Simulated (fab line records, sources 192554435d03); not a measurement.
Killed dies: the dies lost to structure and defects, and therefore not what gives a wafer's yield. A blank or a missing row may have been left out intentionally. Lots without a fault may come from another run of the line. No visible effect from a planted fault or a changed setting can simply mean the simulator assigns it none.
Split-lot experiment -- flow n5Finfet -- 21 wafers read across 7 lots, on a route 1938 steps long

## SPLIT DETAILS
At N5_BEOL_M0_SAQP_ETCH_107 (etches SiNx in CH3F/O2, target depth 30 nm), the setting biasW was moved away from the recipe's 73 W on 11 of the 21 wafers read, by -12.6% to +11.8%. This setting was run at the recipe's value on the other wafers.

The reading is taken at the split's own step.

## THE READING
rfVppV, in V, at N5_BEOL_M0_SAQP_ETCH_107 (etches SiNx in CH3F/O2, target depth 30 nm). Fault-free wafers of this fab line usually give 301 V, standard deviation 3.5 V.

wafer,"tool, chamber at the split","biasW as run, W",against the recipe,"rfVppV, V",against lot-mates on the recipe
L074.3,"rieDiel-05, 0",73,recipe,295,-
L074.5,"rieDiel-05, 1",64.01,-12.3%,274,-21
L074.6,"rieDiel-05, 2",64.01,-12.3%,274,-21
L079.1,"rieDiel-03, 0",73,recipe,306,-
L079.2,"rieDiel-03, 3",73,recipe,306,-
L079.4,"rieDiel-03, 2",73,recipe,303,-
L081.2,"rieDiel-02, 1",81.61,+11.8%,328,+26
L081.4,"rieDiel-02, 0",73,recipe,302,-
L081.6,"rieDiel-02, 3",81.61,+11.8%,324,+22
L082.2,"rieDiel-02, 1",68.25,-6.5%,285,-15
L082.3,"rieDiel-02, 2",73,recipe,300,-
L082.6,"rieDiel-02, 3",68.25,-6.5%,282,-18
L084.2,"rieDiel-05, 2",73,recipe,304,-
L084.4,"rieDiel-05, 0",80.76,+10.6%,319,+15
L084.5,"rieDiel-05, 1",80.76,+10.6%,332,+28
L086.2,"rieDiel-02, 0",73,recipe,302,-
L086.4,"rieDiel-02, 1",65.13,-10.8%,274,-26
L086.6,"rieDiel-02, 3",73,recipe,297,-
L096.1,"rieDiel-03, 0",63.82,-12.6%,273,-32
L096.4,"rieDiel-03, 3",63.82,-12.6%,275,-30
L096.5,"rieDiel-03, 0",73,recipe,305,-

THE FIT
A straight line over all 21 wafers: rfVppV changes by +2.25 V for each +1% of biasW; r = +0.98; the points scatter about the line by 3.7 V.
The same after taking each lot's own level away (the mean of its wafers on the recipe; 21 wafers): +2.11 V for each +1%; r = +0.98; scatter 3.5 V.
Per that fit: largest biasW move, reading shift of 27 V.
The span of the lots' own levels, 295.0 to 305.0 V, comes to 2.9 times the standard deviation stated above.
The two slopes agree, so the slope changes little with the lot-to-lot level.
Check: -26.2 V against its lot-mates is what the line predicts for one of the wafers moved furthest among these (-12.6%) when that wafer is left out of the fit. Against them it came out at -32 V.
Tool readings at the split's step, against how far the setting was moved: rfVppV r = +0.98.

## THE OTHER SPLITS THESE WAFERS WENT THROUGH
Before the reading, these wafers also passed through other splits. Each is held against what the fit with the lots' levels taken away leaves over:
other split on the same wafers,wafers away from the commonest value,r with rfVppV (lot level and that fit taken away)
N5_BEOL_M0_SAQP_COAT_08 spinRpm,11,-0.19

## FILE'S OWN FIT
rfVppV changes by +2.14 V for each +1% of biasW, r = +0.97.
